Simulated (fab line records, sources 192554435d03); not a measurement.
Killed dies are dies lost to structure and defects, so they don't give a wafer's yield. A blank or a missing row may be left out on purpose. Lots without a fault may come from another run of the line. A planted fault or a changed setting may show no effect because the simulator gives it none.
Which tool did it? | flow n5_finfet | 21 lots, 63 wafers sampled, at 6 steps of a route of 1938

WHAT THE GAUGES READ, wafer by wafer
The record holds no reading of a measuring or inspecting step that can be judged against a usual standard deviation.

WHICH TOOL RAN EACH LOT (tool, then ch and the chambers of the sampled wafers, then the start)
lot  | N5_MOL_CONTACT_COAG_ETCH_89        | N5_BEOL_M0_SAQP_ETCH_83            | N5_BEOL_M0_SAQP_ETCH_88            | N5_BEOL_M0_SAQP_STRIP_75           | N5_BEOL_M0_DEGAS_112         | N5_BEOL_M0_ANNEAL_117
L074 | rie_diel-01 ch 0,1, day 5 05:23    | rie_diel-02 ch 1,3, day 5 14:55    | rie_diel-05 ch 0,3, day 5 19:07    | rie_diel-02 ch 1,2, day 5 20:00    | pvd_sputter-02, day 6 03:38  | pvd_sputter-03, day 6 05:13
L075 | rie_diel-01 ch 0,2, day 5 11:25    | rie_diel-05 ch 0,1,2, day 5 21:54  | rie_diel-06 ch 0,2,3, day 6 02:17  | rie_diel-05 ch 0,1, day 6 03:23    | pvd_sputter-03, day 6 07:33  | pvd_sputter-03, day 6 08:15
L076 | rie_diel-04 ch 0,1,3, day 5 15:44  | rie_diel-05 ch 0,1,2, day 6 01:33  | rie_diel-06 ch 0,1, day 6 05:32    | rie_diel-02 ch 0,3, day 6 06:31    | pvd_sputter-02, day 6 14:20  | pvd_sputter-03, day 6 14:55
L077 | rie_diel-04 ch 0,1,2, day 5 20:29  | rie_diel-06 ch 1,3, day 6 04:20    | rie_diel-05 ch 1,2,3, day 6 08:47  | rie_diel-06 ch 1,2, day 6 09:42    | pvd_sputter-02, day 6 14:25  | pvd_sputter-02, day 6 15:01
L078 | rie_diel-04 ch 2,3, day 6 02:23    | rie_diel-05 ch 1,3, day 6 09:58    | rie_diel-05 ch 0,2,3, day 6 15:19  | rie_diel-02 ch 2,3, day 6 16:17    | pvd_sputter-03, day 6 18:25  | pvd_sputter-03, day 6 19:08
L079 | rie_diel-04 ch 0,1, day 6 12:23    | rie_diel-06 ch 0,1,3, day 6 20:21  | rie_diel-02 ch 0,1, day 7 00:14    | rie_diel-02 ch 1,2,3, day 7 01:07  | pvd_sputter-02, day 7 03:22  | pvd_sputter-01, day 7 04:38
L080 | rie_diel-01 ch 1,2,3, day 6 15:32  | rie_diel-06 ch 1,2,3, day 7 00:05  | rie_diel-02 ch 0,1, day 7 04:44    | rie_diel-05 ch 0,3, day 7 05:40    | pvd_sputter-01, day 7 09:29  | pvd_sputter-01, day 7 10:35
L081 | rie_diel-01 ch 1,2,3, day 6 21:04  | rie_diel-05 ch 0,2,3, day 7 05:59  | rie_diel-05 ch 0,1,3, day 7 09:59  | rie_diel-06 ch 2,3, day 7 10:52    | pvd_sputter-02, day 7 17:13  | pvd_sputter-02, day 7 18:04
L082 | rie_diel-01 ch 1,3, day 7 03:16    | rie_diel-02 ch 0,1,2, day 7 11:58  | rie_diel-02 ch 1,2, day 7 16:10    | rie_diel-02 ch 0,1, day 7 17:02    | pvd_sputter-03, day 7 20:46  | pvd_sputter-03, day 7 21:26
L083 | rie_diel-01 ch 2,3, day 7 09:35    | rie_diel-06 ch 0,2, day 7 17:35    | rie_diel-05 ch 0,2, day 7 21:34    | rie_diel-02 ch 0,1, day 7 22:59    | pvd_sputter-01, day 8 00:54  | pvd_sputter-01, day 8 01:34
L084 | rie_diel-04 ch 0,3, day 7 15:41    | rie_diel-05 ch 0,1,2, day 8 01:37  | rie_diel-05 ch 1,2, day 8 05:24    | rie_diel-05 ch 0,3, day 8 06:50    | pvd_sputter-01, day 8 12:10  | pvd_sputter-02, day 8 12:47
L085 | rie_diel-01 ch 0,2, day 8 00:28    | rie_diel-02 ch 1,2, day 8 08:23    | rie_diel-06 ch 1,2, day 8 12:29    | rie_diel-02 ch 1,2,3, day 8 13:33  | pvd_sputter-03, day 8 17:02  | pvd_sputter-03, day 8 19:45
L086 | rie_diel-04 ch 0,1,3, day 8 01:28  | rie_diel-02 ch 0,1,2, day 8 11:49  | rie_diel-05 ch 0,1,2, day 8 15:35  | rie_diel-06 ch 0,2,3, day 8 16:44  | pvd_sputter-03, day 8 23:01  | pvd_sputter-03, day 8 23:47
L088 | rie_diel-01 ch 1,2, day 8 17:47    | rie_diel-05 ch 0,1, day 9 01:29    | rie_diel-02 ch 2,3, day 9 05:26    | rie_diel-02 ch 2,3, day 9 06:23    | pvd_sputter-02, day 9 08:38  | pvd_sputter-02, day 9 09:31
L089 | rie_diel-01 ch 0,2,3, day 8 20:45  | rie_diel-05 ch 0,1,3, day 9 06:32  | rie_diel-06 ch 0,1,3, day 9 11:42  | rie_diel-06 ch 0,1,2, day 9 12:35  | pvd_sputter-01, day 10 13:46 | pvd_sputter-01, day 10 14:35
L091 | rie_diel-03 ch 1,2,3, day 9 09:30  | rie_diel-02 ch 1,2, day 9 18:59    | rie_diel-06 ch 0,2,3, day 9 22:59  | rie_diel-06 ch 0,1,2, day 9 23:57  | pvd_sputter-01, day 10 15:17 | pvd_sputter-01, day 10 16:44
L092 | rie_diel-01 ch 0,1, day 9 15:13    | rie_diel-06 ch 1,2,3, day 9 22:29  | rie_diel-06 ch 0,1,3, day 10 02:49 | rie_diel-02 ch 1,2,3, day 10 03:42 | pvd_sputter-02, day 10 19:43 | pvd_sputter-02, day 10 20:44
L093 | rie_diel-04 ch 1,2, day 9 21:26    | rie_diel-05 ch 2,3, day 10 04:49   | rie_diel-02 ch 1,3, day 10 08:47   | rie_diel-02 ch 1,2,3, day 10 09:47 | pvd_sputter-02, day 10 18:24 | pvd_sputter-02, day 10 19:06
L095 | rie_diel-01 ch 0,1,3, day 10 04:26 | rie_diel-06 ch 1,3, day 10 12:16   | rie_diel-02 ch 1,2,3, day 10 16:10 | rie_diel-02 ch 1,3, day 10 17:02   | pvd_sputter-02, day 10 19:38 | pvd_sputter-01, day 10 20:36
L096 | rie_diel-03 ch 0,1,2, day 10 21:13 | rie_diel-02 ch 0,1,3, day 11 04:17 | rie_diel-05 ch 0,1, day 11 08:26   | rie_diel-02 ch 0,1, day 11 09:19   | pvd_sputter-01, day 11 11:11 | pvd_sputter-03, day 11 13:30
L097 | rie_diel-03 ch 0,2,3, day 10 22:07 | rie_diel-06 ch 0,1, day 11 10:33   | rie_diel-02 ch 1,3, day 11 15:35   | rie_diel-02 ch 0,1,2, day 11 16:28 | pvd_sputter-01, day 11 20:24 | pvd_sputter-01, day 11 21:19
- N5_MOL_CONTACT_COAG_ETCH_89: etches underlayer in N2/H2, target depth 13 nm, time 10.4 s.
- N5_BEOL_M0_SAQP_ETCH_83: etches SiARC in CF4, target depth 39 nm, time 65 s.
- N5_BEOL_M0_SAQP_ETCH_88: etches underlayer in N2/H2, target depth 6.5 nm, time 5.2 s.
- N5_BEOL_M0_SAQP_STRIP_75: strips in CF4.
- N5_BEOL_M0_DEGAS_112: time 60 s.
- N5_BEOL_M0_ANNEAL_117: time 60 s.

WHAT THE TOOLS THEMSELVES READ (means of the sampled wafers that have a number; where no wafer has one, the mark that the record gives instead)
N5_MOL_CONTACT_COAG_ETCH_89.
lot  | tool        | drypump_motor_current_A (A) | etch_rf_on_time_s (s) | oes_product_au (a.u.) | rf_vpp_V (V) | showerhead_plenum_p_Torr (Torr) | throttle_valve_pct (%)
L074 | rie_diel-01 | 5.4                         | 10.55                 | 0.59                  | 524.2        | 2.54                            | 18.05
L075 | rie_diel-01 | 5.6                         | 10.56                 | 0.58                  | 521.6        | 2.46                            | 18.07
L076 | rie_diel-04 | 5.9                         | 10.33                 | 0.65                  | 520.2        | 2.46                            | 18.11
L077 | rie_diel-04 | 5.7                         | 10.36                 | 0.69                  | 523.4        | 2.51                            | 17.82
L078 | rie_diel-04 | 5.6                         | 10.53                 | 0.66                  | 523.0        | 2.51                            | 17.69
L079 | rie_diel-04 | 6.0                         | 10.09                 | 0.71                  | 522.1        | 2.48                            | 18.05
L080 | rie_diel-01 | 5.4                         | 10.32                 | 0.67                  | 524.1        | 2.53                            | 17.83
L081 | rie_diel-01 | 5.4                         | 10.41                 | 0.67                  | 523.3        | 2.53                            | 17.84
L082 | rie_diel-01 | 5.1                         | 10.30                 | 0.66                  | 525.1        | 2.61                            | 17.82
L083 | rie_diel-01 | 5.6                         | 10.48                 | 0.66                  | 520.9        | 2.46                            | 17.84
L084 | rie_diel-04 | 5.4                         | 10.27                 | 0.67                  | 524.9        | 2.56                            | 17.96
L085 | rie_diel-01 | 5.8                         | 10.27                 | 0.66                  | 521.2        | 2.43                            | 17.92
L086 | rie_diel-04 | 5.8                         | 10.08                 | 0.72                  | 523.4        | 2.56                            | 18.00
L088 | rie_diel-01 | 5.4                         | 10.28                 | 0.73                  | 523.8        | 2.54                            | 17.77
L089 | rie_diel-01 | 5.5                         | 10.27                 | 0.71                  | 523.1        | 2.48                            | 17.76
L091 | rie_diel-03 | 5.4                         | 10.41                 | 0.69                  | 525.5        | 2.60                            | 17.70
L092 | rie_diel-01 | 5.4                         | 10.27                 | 0.76                  | 523.1        | 2.52                            | 17.69
L093 | rie_diel-04 | 5.8                         | 10.62                 | 0.69                  | 523.7        | 2.52                            | 17.69
L095 | rie_diel-01 | 5.2                         | 10.19                 | 0.76                  | 523.6        | 2.55                            | 17.63
L096 | rie_diel-03 | 5.4                         | 10.36                 | 0.67                  | 523.6        | 2.53                            | 17.76
L097 | rie_diel-03 | 5.5                         | 10.62                 | 0.64                  | 523.7        | 2.52                            | 17.85

N5_BEOL_M0_SAQP_ETCH_83.
lot  | tool        | cf4_flow_sccm (sccm) | drypump_motor_current_A (A) | etch_rf_on_time_s (s) | oes_product_au (a.u.) | rf_vpp_V (V) | showerhead_plenum_p_Torr (Torr) | throttle_valve_pct (%)
L074 | rie_diel-02 | 99.88                | 5.6                         | 64.3                  | 0.65                  | 183.8        | 2.09                            | 15.70
L075 | rie_diel-05 | 100.26               | 5.7                         | 62.1                  | 0.71                  | 183.9        | 2.16                            | 15.33
L076 | rie_diel-05 | 100.04               | 5.7                         | 63.2                  | 0.71                  | 184.6        | 2.15                            | 15.33
L077 | rie_diel-06 | 100.11               | 5.9                         | 66.6                  | 0.61                  | 184.7        | 2.19                            | 15.73
L078 | rie_diel-05 | 100.00               | 5.4                         | 64.1                  | 0.62                  | 184.4        | 2.18                            | 15.71
L079 | rie_diel-06 | 100.24               | 5.8                         | 65.6                  | 0.63                  | 184.3        | 2.14                            | 15.74
L080 | rie_diel-06 | 100.28               | 5.9                         | 65.8                  | 0.62                  | 184.8        | 2.19                            | 15.70
L081 | rie_diel-05 | 100.08               | 5.5                         | 64.3                  | 0.68                  | 183.5        | 2.13                            | 15.49
L082 | rie_diel-02 | 99.83                | 5.6                         | 65.6                  | 0.66                  | 184.1        | 2.15                            | 15.74
L083 | rie_diel-06 | 99.85                | 5.3                         | 65.2                  | 0.67                  | 184.2        | 2.13                            | 15.75
L084 | rie_diel-05 | 99.91                | 5.7                         | 62.6                  | 0.69                  | 183.7        | 2.15                            | 15.36
L085 | rie_diel-02 | 99.75                | 5.9                         | 64.1                  | 0.68                  | 183.8        | 2.12                            | 15.61
L086 | rie_diel-02 | 99.92                | 5.6                         | 64.8                  | 0.66                  | 185.0        | 2.15                            | 15.75
L088 | rie_diel-05 | 100.40               | 5.5                         | 63.0                  | 0.65                  | 184.4        | 2.16                            | 15.53
L089 | rie_diel-05 | 99.89                | 5.3                         | 64.4                  | 0.64                  | 183.3        | 2.14                            | 15.65
L091 | rie_diel-02 | 100.14               | 5.8                         | 65.9                  | 0.69                  | 183.5        | 2.10                            | 15.65
L092 | rie_diel-06 | 99.71                | 5.9                         | 65.5                  | 0.61                  | 184.3        | 2.18                            | 15.73
L093 | rie_diel-05 | 99.82                | 5.5                         | 65.6                  | 0.63                  | 184.4        | 2.14                            | 15.75
L095 | rie_diel-06 | 100.03               | 5.9                         | 66.7                  | 0.60                  | 184.8        | 2.18                            | 15.78
L096 | rie_diel-02 | 99.87                | 5.4                         | 65.2                  | 0.69                  | 184.1        | 2.13                            | 15.66
L097 | rie_diel-06 | 99.70                | 5.6                         | 65.4                  | 0.63                  | 183.4        | 2.08                            | 15.81

N5_BEOL_M0_SAQP_ETCH_88.
lot  | tool        | drypump_motor_current_A (A) | etch_rf_on_time_s (s) | oes_product_au (a.u.) | rf_vpp_V (V) | showerhead_plenum_p_Torr (Torr) | throttle_valve_pct (%)
L074 | rie_diel-05 | 5.2                         | 5.19                  | 0.69                  | 521.8        | 2.47                            | 17.52
L075 | rie_diel-06 | 5.5                         | 5.24                  | 0.65                  | 525.4        | 2.59                            | 17.99
L076 | rie_diel-06 | 6.0                         | 5.16                  | 0.63                  | 522.5        | 2.52                            | 18.08
L077 | rie_diel-05 | 5.6                         | 5.06                  | 0.66                  | 525.7        | 2.58                            | 17.82
L078 | rie_diel-05 | 5.5                         | 5.11                  | 0.69                  | 522.7        | 2.52                            | 17.65
L079 | rie_diel-02 | 5.3                         | 5.36                  | 0.64                  | 523.8        | 2.58                            | 18.06
L080 | rie_diel-02 | 5.3                         | 5.32                  | 0.64                  | 525.1        | 2.58                            | 18.06
L081 | rie_diel-05 | 5.3                         | 5.12                  | 0.66                  | 524.7        | 2.52                            | 17.73
L082 | rie_diel-02 | 5.9                         | 5.19                  | 0.69                  | 522.9        | 2.53                            | 17.81
L083 | rie_diel-05 | 5.6                         | 5.04                  | 0.73                  | 524.1        | 2.50                            | 17.37
L084 | rie_diel-05 | 5.8                         | 4.99                  | 0.66                  | 526.5        | 2.62                            | 17.74
L085 | rie_diel-06 | 5.9                         | 5.18                  | 0.62                  | 524.7        | 2.60                            | 18.01
L086 | rie_diel-05 | 5.7                         | 5.04                  | 0.69                  | 524.7        | 2.56                            | 17.57
L088 | rie_diel-02 | 5.7                         | 5.03                  | 0.76                  | 522.8        | 2.52                            | 17.76
L089 | rie_diel-06 | 5.8                         | 5.30                  | 0.62                  | 522.8        | 2.54                            | 18.07
L091 | rie_diel-06 | 5.5                         | 5.26                  | 0.63                  | 524.9        | 2.57                            | 18.03
L092 | rie_diel-06 | 5.8                         | 5.26                  | 0.62                  | 524.2        | 2.54                            | 18.08
L093 | rie_diel-02 | 5.6                         | 5.30                  | 0.74                  | 522.0        | 2.49                            | 17.85
L095 | rie_diel-02 | 5.7                         | 5.20                  | 0.71                  | 522.0        | 2.51                            | 17.82
L096 | rie_diel-05 | 5.5                         | 5.04                  | 0.64                  | 523.9        | 2.56                            | 17.65
L097 | rie_diel-02 | 5.6                         | 5.30                  | 0.71                  | 521.7        | 2.49                            | 17.86

N5_BEOL_M0_SAQP_STRIP_75.
lot  | tool        | cf4_flow_sccm (sccm) | drypump_motor_current_A (A) | oes_product_au (a.u.) | rf_vpp_V (V) | showerhead_plenum_p_Torr (Torr) | throttle_valve_pct (%)
L074 | rie_diel-02 | 150.1                | 5.9                         | 0.187                 | 271.7        | 1.78                            | 13.57
L075 | rie_diel-05 | 150.3                | 5.3                         | 0.187                 | 270.6        | 1.78                            | 13.34
L076 | rie_diel-02 | 150.1                | 5.3                         | 0.165                 | 272.3        | 1.82                            | 13.85
L077 | rie_diel-06 | 149.9                | 6.2                         | 0.163                 | 271.3        | 1.81                            | 13.71
L078 | rie_diel-02 | 150.3                | 5.9                         | 0.173                 | 270.9        | 1.78                            | 13.63
L079 | rie_diel-02 | 149.9                | 5.7                         | 0.175                 | 270.4        | 1.77                            | 13.66
L080 | rie_diel-05 | 149.9                | 5.1                         | 0.175                 | 270.1        | 1.77                            | 13.72
L081 | rie_diel-06 | 149.9                | 5.7                         | 0.169                 | 271.7        | 1.86                            | 13.70
L082 | rie_diel-02 | 149.4                | 5.4                         | 0.187                 | 271.4        | 1.80                            | 13.74
L083 | rie_diel-02 | 150.4                | 5.3                         | 0.175                 | 271.8        | 1.83                            | 13.85
L084 | rie_diel-05 | 149.9                | 5.1                         | 0.171                 | 271.0        | 1.77                            | 13.74
L085 | rie_diel-02 | 150.2                | 5.7                         | 0.199                 | 270.8        | 1.77                            | 13.47
L086 | rie_diel-06 | 149.8                | 5.5                         | 0.176                 | 271.8        | 1.82                            | 13.70
L088 | rie_diel-02 | 150.3                | 5.9                         | 0.191                 | 269.9        | 1.78                            | 13.47
L089 | rie_diel-06 | 150.2                | 5.8                         | 0.171                 | 271.6        | 1.79                            | 13.72
L091 | rie_diel-06 | 150.4                | 5.8                         | 0.170                 | 271.0        | 1.79                            | 13.72
L092 | rie_diel-02 | 149.9                | 5.7                         | 0.194                 | 270.7        | 1.77                            | 13.49
L093 | rie_diel-02 | 149.5                | 5.7                         | 0.192                 | 270.7        | 1.76                            | 13.50
L095 | rie_diel-02 | 150.3                | 5.6                         | 0.206                 | 271.2        | 1.75                            | 13.36
L096 | rie_diel-02 | 149.8                | 5.3                         | 0.173                 | 272.1        | 1.82                            | 13.89
L097 | rie_diel-02 | 150.0                | 5.6                         | 0.172                 | 270.2        | 1.80                            | 13.77

N5_BEOL_M0_DEGAS_112.
lot  | tool           | heater_power_w (W)
L074 | pvd_sputter-02 | 346
L075 | pvd_sputter-03 | 327
L076 | pvd_sputter-02 | 346
L077 | pvd_sputter-02 | 330
L078 | pvd_sputter-03 | 329
L079 | pvd_sputter-02 | 347
L080 | pvd_sputter-01 | 305
L081 | pvd_sputter-02 | 343
L082 | pvd_sputter-03 | 330
L083 | pvd_sputter-01 | 297
L084 | pvd_sputter-01 | 300
L085 | pvd_sputter-03 | 317
L086 | pvd_sputter-03 | 320
L088 | pvd_sputter-02 | 331
L089 | pvd_sputter-01 | 312
L091 | pvd_sputter-01 | 316
L092 | pvd_sputter-02 | 349
L093 | pvd_sputter-02 | 350
L095 | pvd_sputter-02 | 339
L096 | pvd_sputter-01 | 334
L097 | pvd_sputter-01 | 323

N5_BEOL_M0_ANNEAL_117.
lot  | tool           | heater_power_w (W)
L074 | pvd_sputter-03 | 821
L075 | pvd_sputter-03 | 783
L076 | pvd_sputter-03 | 815
L077 | pvd_sputter-02 | 924
L078 | pvd_sputter-03 | 849
L079 | pvd_sputter-01 | 778
L080 | pvd_sputter-01 | 774
L081 | pvd_sputter-02 | 869
L082 | pvd_sputter-03 | 846
L083 | pvd_sputter-01 | 738
L084 | pvd_sputter-02 | 808
L085 | pvd_sputter-03 | 801
L086 | pvd_sputter-03 | 839
L088 | pvd_sputter-02 | 808
L089 | pvd_sputter-01 | 826
L091 | pvd_sputter-01 | 796
L092 | pvd_sputter-02 | 771
L093 | pvd_sputter-02 | 875
L095 | pvd_sputter-01 | 821
L096 | pvd_sputter-03 | 784
L097 | pvd_sputter-01 | 826

THE ANSWER, worked out from the rows above alone
Rule: what is usual is taken from the lots themselves. Put in order of their means at a reading, lots are off if they are a third of the lots or fewer, leave a main group of 4 or more, and stand apart from it by a gap of 3 or more times the standard deviation of the main group's means; of several such gaps the widest counts. A main group whose means are all the same, to the digits that the tables above print for the reading, isn't used. A lot without any number at a reading at which 4 lots or more have one is off too. The other lots that the step has rows for count as sound. The gauges are gone through in route order, then the tools' own readings, and for those a lot's mean is taken as printed above. The first step at which some lot is off is used, and at that step the reading that is off furthest; a lot without a number counts as furthest.
No lot is off at any reading shown: from this, nothing can be told.

WHAT THE SIMULATOR HAD PUT IN
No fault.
